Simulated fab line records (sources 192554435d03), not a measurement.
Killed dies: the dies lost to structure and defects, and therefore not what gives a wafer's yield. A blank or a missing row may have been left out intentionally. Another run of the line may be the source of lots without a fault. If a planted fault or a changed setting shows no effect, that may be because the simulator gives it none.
Split-lot trial + flow n5_finfet + 39 wafers read across 7 lots, on a route 1938 steps long

SPLIT DETAILS
At N5_MOL_CONTACT_COAG_EXPOSE_37 (exposes mask VD, defocus 0 nm), the setting dose_mj was moved away from the recipe's 62 on 18 of the 39 wafers read, by -7.5% to +7.1%. The other wafers ran this setting at the recipe's value.

FROM THE SPLIT TO THE READING: what the file shows between them, 2 steps
- N5_MOL_CONTACT_COAG_PEB_38: peb time 60 s
- N5_MOL_CONTACT_COAG_DEVELOP_39: develop time 30 s

THE READING
cd_nm, in nm, at N5_MOL_CONTACT_COAG_CD_MEAS_40 (target cd 25.1 nm). On this fab line, fault-free wafers typically give 25.07 nm with a standard deviation of 0.26 nm.

| wafer  | tool, chamber at the split | dose_mj as run | against the recipe | cd_nm, nm | against lot-mates on the recipe |
|--------|----------------------------|----------------|--------------------|-----------|---------------------------------|
| L074.1 | euv_scanner-01, 0          | 62             | recipe             | 24.92     | -                               |
| L074.2 | euv_scanner-01, 0          | 62             | recipe             | 25.06     | -                               |
| L074.3 | euv_scanner-01, 0          | 62             | recipe             | 25.31     | -                               |
| L074.4 | euv_scanner-01, 0          | 57.35          | -7.5%              | 23.76     | -1.34                           |
| L074.5 | euv_scanner-01, 0          | 57.35          | -7.5%              | 23.74     | -1.36                           |
| L074.6 | euv_scanner-01, 0          | 57.35          | -7.5%              | 23.77     | -1.33                           |
| L077.1 | euv_scanner-01, 0          | 66.43          | +7.1%              | 27.16     | +2.12                           |
| L077.2 | euv_scanner-01, 0          | 66.43          | +7.1%              | 26.25     | +1.21                           |
| L077.3 | euv_scanner-01, 0          | 62             | recipe             | 25.22     | -                               |
| L077.4 | euv_scanner-01, 0          | 62             | recipe             | 24.56     | -                               |
| L077.5 | euv_scanner-01, 0          | 66.43          | +7.1%              | 26.47     | +1.43                           |
| L077.6 | euv_scanner-01, 0          | 62             | recipe             | 25.35     | -                               |
| L085.1 | euv_scanner-02, 0          | 64.33          | +3.8%              | 25.69     | +0.51                           |
| L085.2 | euv_scanner-02, 0          | 62             | recipe             | 25.29     | -                               |
| L085.3 | euv_scanner-02, 0          | 64.33          | +3.8%              | 25.04     | -0.14                           |
| L085.4 | euv_scanner-02, 0          | 62             | recipe             | 25.05     | -                               |
| L085.5 | euv_scanner-02, 0          | 62             | recipe             | 25.20     | -                               |
| L085.6 | euv_scanner-02, 0          | 64.33          | +3.8%              | 25.72     | +0.54                           |
| L088.1 | euv_scanner-02, 0          | 62             | recipe             | 25.41     | -                               |
| L088.2 | euv_scanner-02, 0          | 62             | recipe             | 25.26     | -                               |
| L088.3 | euv_scanner-02, 0          | 65.32          | +5.4%              | 25.96     | +0.85                           |
| L088.4 | euv_scanner-02, 0          | 65.32          | +5.4%              | 25.91     | +0.80                           |
| L088.5 | euv_scanner-02, 0          | 65.32          | +5.4%              | 25.84     | +0.73                           |
| L088.6 | euv_scanner-02, 0          | 62             | recipe             | 24.65     | -                               |
| L090.1 | euv_scanner-02, 0          | 62             | recipe             | 25.28     | -                               |
| L090.2 | euv_scanner-02, 0          | 58.73          | -5.3%              | 23.97     | -1.34                           |
| L090.3 | euv_scanner-02, 0          | 62             | recipe             | 25.79     | -                               |
| L090.4 | euv_scanner-02, 0          | 58.73          | -5.3%              | 24.27     | -1.04                           |
| L090.5 | euv_scanner-02, 0          | 58.73          | -5.3%              | 24.18     | -1.13                           |
| L090.6 | euv_scanner-02, 0          | 62             | recipe             | 24.86     | -                               |
| L092.1 | euv_scanner-01, 0          | 62             | recipe             | 25.11     | -                               |
| L092.2 | euv_scanner-01, 0          | 62             | recipe             | 25.14     | -                               |
| L092.3 | euv_scanner-01, 0          | 58.49          | -5.7%              | 24.30     | -0.89                           |
| L092.4 | euv_scanner-01, 0          | 58.49          | -5.7%              | 23.94     | -1.25                           |
| L092.5 | euv_scanner-01, 0          | 58.49          | -5.7%              | 23.63     | -1.56                           |
| L092.6 | euv_scanner-01, 0          | 62             | recipe             | 25.33     | -                               |
| L095.1 | euv_scanner-01, 0          | 62             | recipe             | 25.16     | -                               |
| L095.2 | euv_scanner-01, 0          | 62             | recipe             | 24.39     | -                               |
| L095.6 | euv_scanner-01, 0          | 62             | recipe             | 24.78     | -                               |

FIT RESULTS
A straight line over all 39 wafers: cd_nm changes by +0.182 nm for each +1% of dose_mj; r = +0.92; the points scatter about the line by 0.31 nm.
The same after taking each lot's own level away (the mean of its wafers on the recipe; 39 wafers): +0.19 nm for each +1%; r = +0.93; scatter 0.31 nm.
On that fit, the largest move of dose_mj shifts the reading by 1.4 nm.
Across the lots, their own levels run from 24.777 to 25.310 nm, a range of 2.1 times the standard deviation given above.
So the lot-to-lot level changes the slope little: the two slopes agree.
Check: with one of the wafers moved furthest among these (-7.5%) left out of the fit, the line predicts -1.49 nm for it against its lot-mates. It came out at -1.34 nm against them.

FILE'S OWN FIT
cd_nm changes by +0.19 nm for each +1% of dose_mj, r = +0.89.
